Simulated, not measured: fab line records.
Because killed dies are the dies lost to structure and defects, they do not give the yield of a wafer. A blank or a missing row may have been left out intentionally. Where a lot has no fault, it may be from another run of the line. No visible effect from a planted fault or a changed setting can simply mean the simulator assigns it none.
Matching of chambers | flow n5 finfet | N5_DUMMY_GATE_ETCH_36 on rie diel-02 has 4 sister chambers
The step etches SiARC in CF4, target depth 13 nm. 4 wafers are shown with their chamber, then 6 later ones without.

WAFERS, EACH WITH ITS CHAMBER
wafer  | chamber | throttle valve pct (%)
L488.2 | 2       | 15.73
L489.3 | 0       | 14.96
L490.1 | 1       | 15.38
L490.5 | 3       | 15.65

WAFERS WHOSE CHAMBER IS MISSING
wafer  | throttle valve pct (%)
L494.1 | 15.40
L494.4 | 14.99
L494.5 | 15.38
L495.2 | 14.99
L495.4 | 15.75
L495.6 | 15.65

THE CHAMBER EACH PASSED THROUGH
wafer  | from the rows above | in truth
L494.1 | 1                   | 1
L494.4 | 0                   | 0
L494.5 | 1                   | 1
L495.2 | 0                   | 0
L495.4 | 2                   | 2
L495.6 | 3                   | 3
6 of 6 placed correctly. Left unplaced by these rows: 0. 0 placed wrongly.
How it was worked out, from the rows above alone: a wafer's distance from a chamber is the root of the sum, over the readings, of the square of ((its reading less the chamber's mean) divided by the reading's scatter). The wafer belongs to the nearest chamber; if the next one is less than 2 further off, it can't be placed. The mean given for a chamber averages the wafers shown for that chamber. The scatter: root of mean squared gap, hidden wafer to nearest shown wafer, with one shown wafer a chamber.
